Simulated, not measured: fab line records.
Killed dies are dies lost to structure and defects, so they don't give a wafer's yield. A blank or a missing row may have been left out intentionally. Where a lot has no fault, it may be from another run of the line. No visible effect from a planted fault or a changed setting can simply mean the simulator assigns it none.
Chamber matching	flow nand harc	pecvd-01 running NHARC_P_M1_DEP_33: 3 sister chambers
The step deposits SiCN, target thk 30 nm. 3 wafers are shown with their chamber, then 8 later ones without.

EACH WAFER AND ITS CHAMBER
wafer	chamber	heater power w (W)
L084.1	1	563
L084.2	2	521
L086.2	0	528

WAFERS MISSING THEIR CHAMBER
wafer	heater power w (W)
L086.4	580
L086.6	559
L088.3	485
L088.5	548
L088.6	490
L097.1	547
L097.3	461
L097.4	509

WHICH CHAMBER EACH WENT THROUGH
wafer	from the rows above	in truth
L086.4	can't be placed: 1 or 0 or 2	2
L086.6	can't be placed: 1 or 0 or 2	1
L088.3	can't be placed: 2 or 0 or 1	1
L088.5	can't be placed: 1 or 0 or 2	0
L088.6	can't be placed: 2 or 0 or 1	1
L097.1	can't be placed: 1 or 0 or 2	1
L097.3	can't be placed: 2 or 0 or 1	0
L097.4	can't be placed: 2 or 0 or 1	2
0 of 8 placed correctly. Unplaceable from these rows: 8, with the true chamber sitting among the candidates in 8. Number placed wrongly: 0.
How it was worked out, from the rows above alone: a wafer's distance from a chamber is the root of the sum, over the readings, of the square of ((its reading less the chamber's mean) divided by the reading's scatter). The wafer belongs to the nearest chamber; if the next one is less than 2 further off, it can't be placed. A chamber's mean is the mean of its shown wafers. The scatter (one wafer shown for each chamber): square how far every hidden wafer sits from the nearest shown wafer, average those squares and take the square root.
